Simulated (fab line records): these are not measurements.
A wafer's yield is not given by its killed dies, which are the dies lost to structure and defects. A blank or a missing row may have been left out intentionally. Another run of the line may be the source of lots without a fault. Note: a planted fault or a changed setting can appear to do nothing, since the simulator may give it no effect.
What tool caused it? + flow n5 finfet + 24 lots, 72 wafers sampled, at 6 steps of a route of 1938

## WHAT THE GAUGES READ, wafer by wafer
N5_BEOL_M0_SAQP_CD_MEAS_29 targets a cd of 14.4 nm. Usual: 14.93 nm for cd nm, sd 0.23.
| lot  | measured     | on        | cd nm (nm)        | flag |
|------|--------------|-----------|-------------------|------|
| L074 | day 5 14:22  | cd sem-02 | 14.82 14.61 14.91 |      |
| L075 | day 6 00:49  | cd sem-02 | 14.84 14.94 14.89 |      |
| L076 | day 6 05:36  | cd sem-02 | 14.73 15.36 14.96 |      |
| L077 | day 6 07:14  | cd sem-02 | 15.13 15.02 14.97 |      |
| L078 | day 6 15:09  | cd sem-01 | 15.10 14.87 14.82 |      |
| L079 | day 6 23:20  | cd sem-02 | 14.65 15.52 14.61 |      |
| L080 | day 7 03:44  | cd sem-01 | 15.33 14.66 15.29 |      |
| L081 | day 7 07:23  | cd sem-02 | 15.03 14.85 14.97 |      |
| L082 | day 7 13:37  | cd sem-01 | 14.83 14.55 15.10 |      |
| L083 | day 8 00:03  | cd sem-01 | 15.41 14.83 14.84 |      |
| L084 | day 8 06:49  | cd sem-03 | 15.12 15.02 14.98 |      |
| L085 | day 8 11:50  | cd sem-03 | 14.85 15.48 15.02 |      |
| L086 | day 9 00:18  | cd sem-01 | 15.13 15.09 14.95 |      |
| L087 | day 9 00:37  | cd sem-02 | 14.93 15.10 14.96 |      |
| L088 | day 9 03:23  | cd sem-03 | 14.41 14.87 14.87 |      |
| L089 | day 9 10:44  | cd sem-01 | 14.99 14.81 14.70 |      |
| L090 | day 9 18:24  | cd sem-03 | 15.04 14.79 14.89 |      |
| L091 | day 10 00:11 | cd sem-03 | 14.97 15.06 15.03 |      |
| L092 | day 10 04:59 | cd sem-01 | 15.11 14.49 14.96 |      |
| L093 | day 10 08:36 | cd sem-02 | 15.10 15.08 14.43 |      |
| L094 | day 10 17:20 | cd sem-03 | 14.75 14.69 14.71 |      |
| L096 | day 11 01:02 | cd sem-02 | 15.23 14.77 14.82 |      |
| L095 | day 11 03:41 | cd sem-02 | 14.98 15.17 14.92 |      |
| L097 | day 11 07:09 | cd sem-03 | 14.89 15.14 14.77 |      |

## WHICH TOOL RAN EACH LOT (tool, then ch and the chambers of the sampled wafers, then the start)
| lot  | N5_MOL_CONTACT_COAG_ETCH_65        | N5_MOL_CONTACT_COAG_CMP_52    | N5_BEOL_M0_SAQP_DESCUM_19          | N5_BEOL_M0_SAQP_RECESS_114         | N5_BEOL_M0_SAQP_SPACER1_ALD_98    |
|------|------------------------------------|-------------------------------|------------------------------------|------------------------------------|-----------------------------------|
| L074 | rie diel-01 ch 0,3, day 5 03:31    | cmp-03 ch 0,1,2, day 5 04:49  | rie diel-06 ch 0,1,2, day 5 09:52  | vapor etch-02 ch 0,1, day 5 10:25  | ald sin-03 ch 2,3, day 5 11:52    |
| L075 | rie diel-03 ch 0,1,3, day 5 14:34  | cmp-01 ch 0,1,3, day 5 15:54  | rie diel-02 ch 0,3, day 5 21:30    | vapor etch-02 ch 0,1, day 5 22:01  | ald sin-04 ch 0,1,3, day 5 22:23  |
| L076 | rie diel-05 ch 1,2,3, day 5 16:45  | cmp-02 ch 1,2,3, day 5 18:02  | rie diel-06 ch 0,1,2, day 6 01:54  | vapor etch-01 ch 0,1, day 6 02:27  | ald sin-03 ch 1,2,3, day 6 02:50  |
| L077 | rie diel-03 ch 1,2,3, day 5 22:02  | cmp-02 ch 0,2,3, day 5 23:18  | rie diel-06 ch 1,3, day 6 03:50    | vapor etch-02 ch 0, day 6 04:21    | ald sin-04 ch 1,2,3, day 6 04:44  |
| L078 | rie diel-03 ch 1,2,3, day 6 04:55  | cmp-01 ch 0,2, day 6 06:16    | rie diel-04 ch 1,2, day 6 11:03    | vapor etch-02 ch 0,1, day 6 11:35  | ald sin-03 ch 0,3, day 6 11:58    |
| L079 | rie diel-01 ch 0,2,3, day 6 11:13  | cmp-01 ch 1,2,3, day 6 13:04  | rie diel-04 ch 0,3, day 6 19:46    | vapor etch-02 ch 0,1, day 6 20:16  | ald sin-01 ch 0,1,3, day 6 20:40  |
| L080 | rie diel-01 ch 0,1,3, day 6 15:05  | cmp-02 ch 0,3, day 6 16:24    | rie diel-04 ch 0,2,3, day 6 23:31  | vapor etch-01 ch 0,1, day 7 00:05  | ald sin-03 ch 0,1,3, day 7 00:28  |
| L081 | rie diel-05 ch 0,1,3, day 6 20:55  | cmp-03 ch 0,1,3, day 6 22:15  | rie diel-02 ch 0,2,3, day 7 03:52  | vapor etch-01 ch 0,1, day 7 04:28  | ald sin-03 ch 0,1,2, day 7 04:52  |
| L082 | rie diel-01 ch 0,1,2, day 7 04:28  | cmp-02 ch 0,2,3, day 7 05:42  | rie diel-04 ch 1,2, day 7 10:16    | vapor etch-01 ch 0,1, day 7 10:46  | ald sin-03 ch 1,2,3, day 7 11:10  |
| L083 | rie diel-05 ch 0,2,3, day 7 11:58  | cmp-03 ch 1,2,3, day 7 13:17  | rie diel-04 ch 1,2, day 7 19:56    | vapor etch-01 ch 0,1, day 7 20:34  | ald sin-01 ch 0,1, day 7 20:58    |
| L084 | rie diel-01 ch 0,1,2, day 7 19:55  | cmp-02 ch 0,3, day 7 21:14    | rie diel-06 ch 1,2,3, day 8 03:04  | vapor etch-01 ch 0,1, day 8 03:34  | ald sin-03 ch 0,3, day 8 03:57    |
| L085 | rie diel-05 ch 0,1,2, day 8 01:35  | cmp-03 ch 1,2, day 8 02:49    | rie diel-06 ch 1,2, day 8 07:34    | vapor etch-01 ch 0,1, day 8 08:12  | ald sin-01 ch 1,2,3, day 8 08:28  |
| L086 | rie diel-05 ch 0,1,2, day 8 09:06  | cmp-01 ch 1,2,3, day 8 10:37  | rie diel-04 ch 1,2,3, day 8 16:30  | vapor etch-02 ch 0,1, day 8 17:02  | ald sin-04 ch 0,1,2, day 8 21:22  |
| L087 | rie diel-03 ch 0,1,2, day 8 11:49  | cmp-01 ch 0,3, day 8 13:24    | rie diel-04 ch 1,2,3, day 8 19:05  | vapor etch-02 ch 0,1, day 8 19:36  | ald sin-03 ch 2,3, day 8 22:04    |
| L088 | rie diel-03 ch 1,2, day 8 14:05    | cmp-01 ch 0,2,3, day 8 15:24  | rie diel-06 ch 0,1,3, day 8 22:11  | vapor etch-02 ch 0,1, day 8 22:44  | ald sin-03 ch 1,2,3, day 8 23:08  |
| L089 | rie diel-03 ch 1,2, day 9 00:44    | cmp-03 ch 0,2, day 9 02:25    | rie diel-06 ch 1,2,3, day 9 07:25  | vapor etch-02 ch 0,1, day 9 07:55  | ald sin-04 ch 2,3, day 9 08:18    |
| L090 | rie diel-01 ch 1,2,3, day 9 06:16  | cmp-02 ch 0,2,3, day 9 07:32  | rie diel-04 ch 0,2,3, day 9 14:20  | vapor etch-02 ch 0,1, day 9 14:58  | ald sin-01 ch 0,1,3, day 9 15:31  |
| L091 | rie diel-01 ch 0,1,2, day 9 13:47  | cmp-02 ch 0,1,2, day 9 15:04  | rie diel-04 ch 1,2, day 9 20:31    | vapor etch-02 ch 0,1, day 9 21:01  | ald sin-04 ch 2,3, day 9 21:24    |
| L092 | rie diel-05 ch 0,1, day 9 18:46    | cmp-02 ch 0,2,3, day 9 20:12  | rie diel-02 ch 0,2,3, day 10 01:31 | vapor etch-01 ch 0,1, day 10 02:01 | ald sin-03 ch 0,1,2, day 10 02:25 |
| L093 | rie diel-05 ch 0,2,3, day 9 22:06  | cmp-03 ch 0,2,3, day 9 23:29  | rie diel-02 ch 0,1,2, day 10 05:05 | vapor etch-02 ch 0,1, day 10 05:36 | ald sin-03 ch 0,2,3, day 10 05:59 |
| L094 | rie diel-03 ch 1,2,3, day 10 07:23 | cmp-02 ch 2,3, day 10 08:40   | rie diel-04 ch 0,2,3, day 10 13:44 | vapor etch-02 ch 0,1, day 10 14:16 | ald sin-03 ch 0,1, day 10 14:38   |
| L096 | rie diel-01 ch 0,2,3, day 10 14:14 | cmp-01 ch 0,1, day 10 15:31   | rie diel-02 ch 0,1,2, day 10 20:35 | vapor etch-02 ch 0,1, day 10 21:05 | ald sin-03 ch 1,3, day 10 21:28   |
| L095 | rie diel-01 ch 0,1,2, day 10 16:02 | cmp-02 ch 1,2, day 10 17:19   | rie diel-06 ch 1,2,3, day 10 23:46 | vapor etch-01 ch 0, day 11 00:16   | ald sin-04 ch 0,3, day 11 00:39   |
| L097 | rie diel-01 ch 0,1,3, day 10 21:02 | cmp-01 ch 0,2,3, day 10 22:22 | rie diel-06 ch 1,2, day 11 03:28   | vapor etch-02 ch 0, day 11 03:58   | ald sin-03 ch 1,2,3, day 11 04:23 |
- N5_MOL_CONTACT_COAG_ETCH_65: etches underlayer in N2/H2, target depth 13 nm, time 10.4 s.
- N5_MOL_CONTACT_COAG_CMP_52: polishes, stops on SiO2, t overpolish 1.5 s, target thk 66.5 nm.
- N5_BEOL_M0_SAQP_DESCUM_19: chemistry O2, time 7.9 s.
- N5_BEOL_M0_SAQP_RECESS_114: chemistry HF/NH3, target SiO2, target depth 14.4 nm, afs cycles 3, sublimation time 60 s.
- N5_BEOL_M0_SAQP_SPACER1_ALD_98: deposits SiO2, target thk 12.8 nm, pulse time 1 s, purge time 2 s.

## WHAT THE TOOLS THEMSELVES READ (means of the sampled wafers that have a number; where no wafer has one, the mark that the record gives instead)
N5_MOL_CONTACT_COAG_ETCH_65. Usual: drypump motor current A 5.7 A, standard deviation 0.45; etch rf on time s 10.31 s, standard deviation 0.27; oes product au 0.69 a.u., standard deviation 0.075; rf vpp V 523.7 V, standard deviation 2.3; showerhead plenum p Torr 2.54 Torr, standard deviation 0.081; throttle valve pct 17.8 %, standard deviation 0.32.
| lot  | tool        | drypump motor current A (A) | etch rf on time s (s) | oes product au (a.u.) | rf vpp V (V) | showerhead plenum p Torr (Torr) | throttle valve pct (%) | flag |
|------|-------------|-----------------------------|-----------------------|-----------------------|--------------|---------------------------------|------------------------|------|
| L074 | rie diel-01 | 5.2                         | 10.29                 | 0.76                  | 522.1        | 2.49                            | 17.6                   |      |
| L075 | rie diel-03 | 6.0                         | 10.44                 | 0.71                  | 523.8        | 2.53                            | 17.8                   |      |
| L076 | rie diel-05 | 5.7                         | 10.34                 | 0.63                  | 524.7        | 2.57                            | 18.1                   |      |
| L077 | rie diel-03 | 6.1                         | 10.24                 | 0.78                  | 523.6        | 2.56                            | 17.7                   |      |
| L078 | rie diel-03 | 6.1                         | 10.16                 | 0.78                  | 523.5        | 2.55                            | 17.7                   |      |
| L079 | rie diel-01 | 5.4                         | 10.39                 | 0.69                  | 523.0        | 2.50                            | 17.9                   |      |
| L080 | rie diel-01 | 5.3                         | 10.12                 | 0.76                  | 523.4        | 2.52                            | 17.6                   |      |
| L081 | rie diel-05 | 5.5                         | 10.46                 | 0.66                  | 524.8        | 2.58                            | 17.9                   |      |
| L082 | rie diel-01 | 5.5                         | 10.09                 | 0.71                  | 524.1        | 2.53                            | 17.8                   |      |
| L083 | rie diel-05 | 5.8                         | 10.56                 | 0.64                  | 526.1        | 2.62                            | 17.8                   |      |
| L084 | rie diel-01 | 5.5                         | 10.22                 | 0.70                  | 523.2        | 2.53                            | 17.8                   |      |
| L085 | rie diel-05 | 5.7                         | 10.66                 | 0.63                  | 525.8        | 2.61                            | 17.9                   |      |
| L086 | rie diel-05 | 5.8                         | 10.61                 | 0.64                  | 525.6        | 2.61                            | 17.9                   |      |
| L087 | rie diel-03 | 6.0                         | 10.21                 | 0.71                  | 520.9        | 2.45                            | 17.7                   |      |
| L088 | rie diel-03 | 6.2                         | 10.14                 | 0.77                  | 522.9        | 2.48                            | 17.7                   |      |
| L089 | rie diel-03 | 6.5                         | 10.21                 | 0.77                  | 521.8        | 2.48                            | 17.6                   |      |
| L090 | rie diel-01 | 5.5                         | 10.15                 | 0.70                  | 523.1        | 2.53                            | 18.0                   |      |
| L091 | rie diel-01 | 5.5                         | 10.08                 | 0.69                  | 523.0        | 2.53                            | 17.9                   |      |
| L092 | rie diel-05 | 5.5                         | 10.51                 | 0.66                  | 525.5        | 2.62                            | 17.7                   |      |
| L093 | rie diel-05 | 5.8                         | 10.61                 | 0.62                  | 524.9        | 2.61                            | 17.9                   |      |
| L094 | rie diel-03 | 6.1                         | 10.12                 | 0.73                  | 523.9        | 2.54                            | 17.8                   |      |
| L096 | rie diel-01 | 5.4                         | 10.22                 | 0.66                  | 523.0        | 2.48                            | 17.9                   |      |
| L095 | rie diel-01 | 5.5                         | 10.14                 | 0.67                  | 523.3        | 2.52                            | 17.9                   |      |
| L097 | rie diel-01 | 5.3                         | 9.97                  | 0.72                  | 522.1        | 2.50                            | 17.6                   |      |

N5_MOL_CONTACT_COAG_CMP_52. Usual: motor current A 12.2 A, standard deviation 1.4; overpolish run s 1.500 s, standard deviation 0.0091; time to endpoint s 14.0 s, standard deviation 2.5.
| lot  | tool   | motor current A (A) | overpolish run s (s) | time to endpoint s (s) | flag |
|------|--------|---------------------|----------------------|------------------------|------|
| L074 | cmp-03 | 11.8                | 1.500                | 12.5                   |      |
| L075 | cmp-01 | 10.8                | 1.503                | 15.8                   |      |
| L076 | cmp-02 | 12.6                | 1.499                | 14.0                   |      |
| L077 | cmp-02 | 11.3                | 1.506                | 12.2                   |      |
| L078 | cmp-01 | 13.8                | 1.505                | 14.4                   |      |
| L079 | cmp-01 | 11.9                | 1.496                | 15.7                   |      |
| L080 | cmp-02 | 12.1                | 1.503                | 12.7                   |      |
| L081 | cmp-03 | 12.2                | 1.502                | 12.8                   |      |
| L082 | cmp-02 | 11.8                | 1.500                | 11.7                   |      |
| L083 | cmp-03 | 12.8                | 1.502                | 14.5                   |      |
| L084 | cmp-02 | 12.2                | 1.497                | 11.7                   |      |
| L085 | cmp-03 | 12.8                | 1.502                | 13.3                   |      |
| L086 | cmp-01 | 12.2                | 1.499                | 14.3                   |      |
| L087 | cmp-01 | 10.7                | 1.506                | 17.4                   |      |
| L088 | cmp-01 | 12.2                | 1.495                | 17.8                   |      |
| L089 | cmp-03 | 11.7                | 1.506                | 13.5                   |      |
| L090 | cmp-02 | 11.5                | 1.506                | 11.1                   |      |
| L091 | cmp-02 | 12.2                | 1.501                | 14.8                   |      |
| L092 | cmp-02 | 11.7                | 1.503                | 11.8                   |      |
| L093 | cmp-03 | 12.4                | 1.502                | 13.0                   |      |
| L094 | cmp-02 | 12.0                | 1.507                | 14.1                   |      |
| L096 | cmp-01 | 12.0                | 1.498                | 14.3                   |      |
| L095 | cmp-02 | 11.5                | 1.507                | 13.6                   |      |
| L097 | cmp-01 | 11.5                | 1.492                | 15.3                   |      |

N5_BEOL_M0_SAQP_DESCUM_19. Usual: bias power w 19.99 W, standard deviation 0.058; drypump motor current A 5.8 A, standard deviation 0.34; o2 flow sccm 225.0 sccm, standard deviation 0.59; oes product au 0.82 a.u., standard deviation 0.072; rf vpp V 243.4 V, standard deviation 1.5; showerhead plenum p Torr 2.11 Torr, standard deviation 0.084; throttle valve pct 20.39 %, standard deviation 0.24.
| lot  | tool        | bias power w (W) | drypump motor current A (A) | o2 flow sccm (sccm) | oes product au (a.u.) | rf vpp V (V) | showerhead plenum p Torr (Torr) | throttle valve pct (%) | flag |
|------|-------------|------------------|-----------------------------|---------------------|-----------------------|--------------|---------------------------------|------------------------|------|
| L074 | rie diel-06 | 20.01            | 5.9                         | 224.8               | 0.83                  | 243.4        | 2.10                            | 20.34                  |      |
| L075 | rie diel-02 | 20.00            | 5.6                         | 225.3               | 0.83                  | 244.6        | 2.22                            | 20.26                  |      |
| L076 | rie diel-06 | 20.01            | 5.9                         | 225.0               | 0.82                  | 243.0        | 2.10                            | 20.36                  |      |
| L077 | rie diel-06 | 19.98            | 6.0                         | 225.6               | 0.84                  | 242.0        | 2.10                            | 20.14                  |      |
| L078 | rie diel-04 | 19.93            | 5.5                         | 225.3               | 0.76                  | 243.2        | 2.05                            | 20.37                  |      |
| L079 | rie diel-04 | 19.96            | 5.7                         | 225.2               | 0.95                  | 243.9        | 2.09                            | 20.26                  |      |
| L080 | rie diel-04 | 19.97            | 5.6                         | 225.4               | 0.91                  | 242.6        | 2.08                            | 20.37                  |      |
| L081 | rie diel-02 | 19.96            | 5.8                         | 225.0               | 0.80                  | 243.7        | 2.16                            | 20.55                  |      |
| L082 | rie diel-04 | 20.05            | 5.5                         | 225.5               | 0.75                  | 242.5        | 2.05                            | 20.37                  |      |
| L083 | rie diel-04 | 20.04            | 5.5                         | 225.4               | 0.75                  | 243.0        | 2.05                            | 20.38                  |      |
| L084 | rie diel-06 | 19.94            | 5.9                         | 225.2               | 0.81                  | 243.5        | 2.15                            | 20.26                  |      |
| L085 | rie diel-06 | 20.04            | 6.1                         | 224.7               | 0.84                  | 244.4        | 2.17                            | 20.28                  |      |
| L086 | rie diel-04 | 19.96            | 5.6                         | 225.3               | 0.80                  | 242.9        | 2.07                            | 20.43                  |      |
| L087 | rie diel-04 | 19.98            | 5.7                         | 224.6               | 0.81                  | 242.3        | 2.07                            | 20.43                  |      |
| L088 | rie diel-06 | 20.08            | 5.8                         | 224.5               | 0.77                  | 242.2        | 2.08                            | 20.38                  |      |
| L089 | rie diel-06 | 19.99            | 5.9                         | 225.1               | 0.81                  | 244.4        | 2.15                            | 20.27                  |      |
| L090 | rie diel-04 | 20.00            | 5.7                         | 225.0               | 0.87                  | 242.4        | 2.07                            | 20.39                  |      |
| L091 | rie diel-04 | 20.01            | 5.4                         | 225.5               | 0.78                  | 242.1        | 2.02                            | 20.45                  |      |
| L092 | rie diel-02 | 19.95            | 5.8                         | 224.6               | 0.79                  | 244.1        | 2.15                            | 20.59                  |      |
| L093 | rie diel-02 | 19.96            | 5.7                         | 225.2               | 0.80                  | 245.5        | 2.16                            | 20.69                  |      |
| L094 | rie diel-04 | 19.94            | 5.6                         | 224.8               | 0.86                  | 242.7        | 2.07                            | 20.41                  |      |
| L096 | rie diel-02 | 20.02            | 5.7                         | 225.2               | 0.80                  | 244.0        | 2.16                            | 20.70                  |      |
| L095 | rie diel-06 | 19.97            | 5.9                         | 224.5               | 0.79                  | 243.6        | 2.14                            | 20.30                  |      |
| L097 | rie diel-06 | 20.01            | 6.1                         | 225.3               | 0.81                  | 242.9        | 2.09                            | 20.19                  |      |

N5_BEOL_M0_SAQP_RECESS_114. Usual: drypump motor current A 6.0 A, standard deviation 0.55; foreline p Torr 0.1280 Torr, standard deviation 0.00052.
| lot  | tool          | drypump motor current A (A) | foreline p Torr (Torr) | flag |
|------|---------------|-----------------------------|------------------------|------|
| L074 | vapor etch-02 | 6.2                         | 0.1282                 |      |
| L075 | vapor etch-02 | 6.1                         | 0.1283                 |      |
| L076 | vapor etch-01 | 5.8                         | 0.1282                 |      |
| L077 | vapor etch-02 | 6.2                         | 0.1281                 |      |
| L078 | vapor etch-02 | 6.2                         | 0.1281                 |      |
| L079 | vapor etch-02 | 6.2                         | 0.1280                 |      |
| L080 | vapor etch-01 | 5.3                         | 0.1278                 |      |
| L081 | vapor etch-01 | 5.3                         | 0.1275                 |      |
| L082 | vapor etch-01 | 5.8                         | 0.1277                 |      |
| L083 | vapor etch-01 | 5.8                         | 0.1278                 |      |
| L084 | vapor etch-01 | 5.8                         | 0.1277                 |      |
| L085 | vapor etch-01 | 5.8                         | 0.1278                 |      |
| L086 | vapor etch-02 | 6.2                         | 0.1279                 |      |
| L087 | vapor etch-02 | 6.2                         | 0.1281                 |      |
| L088 | vapor etch-02 | 6.2                         | 0.1287                 |      |
| L089 | vapor etch-02 | 6.2                         | 0.1281                 |      |
| L090 | vapor etch-02 | 6.2                         | 0.1282                 |      |
| L091 | vapor etch-02 | 6.2                         | 0.1276                 |      |
| L092 | vapor etch-01 | 5.8                         | 0.1282                 |      |
| L093 | vapor etch-02 | 6.2                         | 0.1283                 |      |
| L094 | vapor etch-02 | 6.2                         | 0.1282                 |      |
| L096 | vapor etch-02 | 6.2                         | 0.1281                 |      |
| L095 | vapor etch-01 | 6.3                         | 0.1276                 |      |
| L097 | vapor etch-02 | 6.2                         | 0.1280                 |      |

N5_BEOL_M0_SAQP_SPACER1_ALD_98. Usual: heater power w 473 W, standard deviation 61; precursor pulse height rel 1.000, standard deviation 0.021.
| lot  | tool       | heater power w (W) | precursor pulse height rel | flag |
|------|------------|--------------------|----------------------------|------|
| L074 | ald sin-03 | 466                | 1.020                      |      |
| L075 | ald sin-04 | 535                | 0.982                      |      |
| L076 | ald sin-03 | 458                | 1.007                      |      |
| L077 | ald sin-04 | 490                | 1.018                      |      |
| L078 | ald sin-03 | 481                | 0.962                      |      |
| L079 | ald sin-01 | 478                | 1.008                      |      |
| L080 | ald sin-03 | 452                | 0.991                      |      |
| L081 | ald sin-03 | 494                | 0.995                      |      |
| L082 | ald sin-03 | 456                | 1.010                      |      |
| L083 | ald sin-01 | 471                | 0.994                      |      |
| L084 | ald sin-03 | 451                | 1.001                      |      |
| L085 | ald sin-01 | 463                | 1.023                      |      |
| L086 | ald sin-04 | 498                | 1.013                      |      |
| L087 | ald sin-03 | 459                | 1.017                      |      |
| L088 | ald sin-03 | 458                | 0.989                      |      |
| L089 | ald sin-04 | 420                | 0.994                      |      |
| L090 | ald sin-01 | 458                | 1.021                      |      |
| L091 | ald sin-04 | 457                | 1.014                      |      |
| L092 | ald sin-03 | 491                | 1.008                      |      |
| L093 | ald sin-03 | 486                | 1.008                      |      |
| L094 | ald sin-03 | 481                | 1.018                      |      |
| L096 | ald sin-03 | 425                | 1.005                      |      |
| L095 | ald sin-04 | 492                | 0.988                      |      |
| L097 | ald sin-03 | 459                | 0.990                      |      |

## THE ANSWER, worked out from the rows above alone
Rule: lot off if the mean of its wafers having a number is beyond 3 standard deviations from the usual mean. A lot without any number at a reading at which 4 lots or more have one is off too. Where the step has rows for the other lots, those lots are counted as sound. The gauges are gone through in route order, then the tools' own readings, and for those a lot's mean is taken as printed above. At the first step where some lot is off, the reading lying furthest off is the one used; lots without a number count as furthest.
None of the lots is off at any reading shown; this tells nothing.

## WHAT HAD BEEN PUT IN BY THE SIMULATOR
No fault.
